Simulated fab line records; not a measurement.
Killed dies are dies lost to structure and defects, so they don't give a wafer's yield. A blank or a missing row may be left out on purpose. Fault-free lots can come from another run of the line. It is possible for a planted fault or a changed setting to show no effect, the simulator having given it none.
Chamber matching	flow nand harc	NHARC_A_BLC_DESCUM_15 on rie diel-03: 4 sister chambers
The step chemistry O2, time 3 s. 18 wafers are shown with their chamber, then 9 later ones without.

WAFERS PAIRED WITH THEIR CHAMBERS
wafer	chamber	showerhead plenum p Torr (Torr)	drypump motor current A (A)	oes product au (a.u.)
L075.2	2	1.99	4.9	0.982
L075.3	1	1.89	5.5	1.013
L075.4	3	2.05	4.8	0.995
L079.1	2	1.99	4.9	0.970
L079.2	3	2.05	4.9	0.987
L079.5	2	1.99	4.9	0.971
L083.2	1	1.89	5.5	0.979
L083.3	3	2.05	4.8	0.999
L083.4	2	1.99	4.9	0.985
L086.1	3	2.05	4.8	0.993
L086.3	0	1.89	5.6	1.003
L086.6	2	1.99	4.9	0.985
L092.3	2	1.99	4.9	0.982
L092.5	0	1.89	5.6	1.000
L092.6	1	1.88	5.5	0.987
L093.2	3	2.05	4.9	1.000
L093.3	1	1.88	5.5	0.986
L093.4	2	1.99	4.9	0.991

SIGNATURES, as means of the wafers listed above
reading	chamber 0	chamber 1	chamber 2	chamber 3	scatter within a chamber
showerhead plenum p Torr	1.8900	1.8850	1.9900	2.0500	0.00267
drypump motor current A	5.600	5.500	4.900	4.840	0.0293
oes product au	1.00150	0.99125	0.98086	0.99480	0.00901
Rule: distance of a wafer from a chamber = root of the sum over the readings of ((wafer's reading minus chamber's mean) / reading's scatter) squared. If the next closest chamber is less than 2 further off than the closest, the wafer can't be placed; otherwise it belongs to the closest. The scatter: the root of (the sum of the squares of (reading less its chamber's mean) over the shown wafers, divided by (wafers less chambers)).

WAFERS WITHOUT THEIR CHAMBER
wafer	showerhead plenum p Torr (Torr)	drypump motor current A (A)	oes product au (a.u.)
L096.3	2.05	4.9	0.995
L096.4	1.99	4.9	0.993
L096.6	1.89	5.6	1.020
L097.2	1.89	5.6	1.033
L097.4	1.88	5.5	0.988
L097.5	1.88	5.5	0.994
L095.2	1.99	4.9	0.983
L095.3	1.89	5.6	1.010
L095.5	1.89	5.6	1.005

EACH ONE'S CHAMBER
wafer	from the rows above	in truth
L096.3	3	3
L096.4	2	2
L096.6	0	0
L097.2	0	0
L097.4	1	1
L097.5	1	1
L095.2	2	2
L095.3	0	0
L095.5	0	0
9 of 9 placed correctly. Can't be placed from these rows: 0. Number placed wrongly: 0.
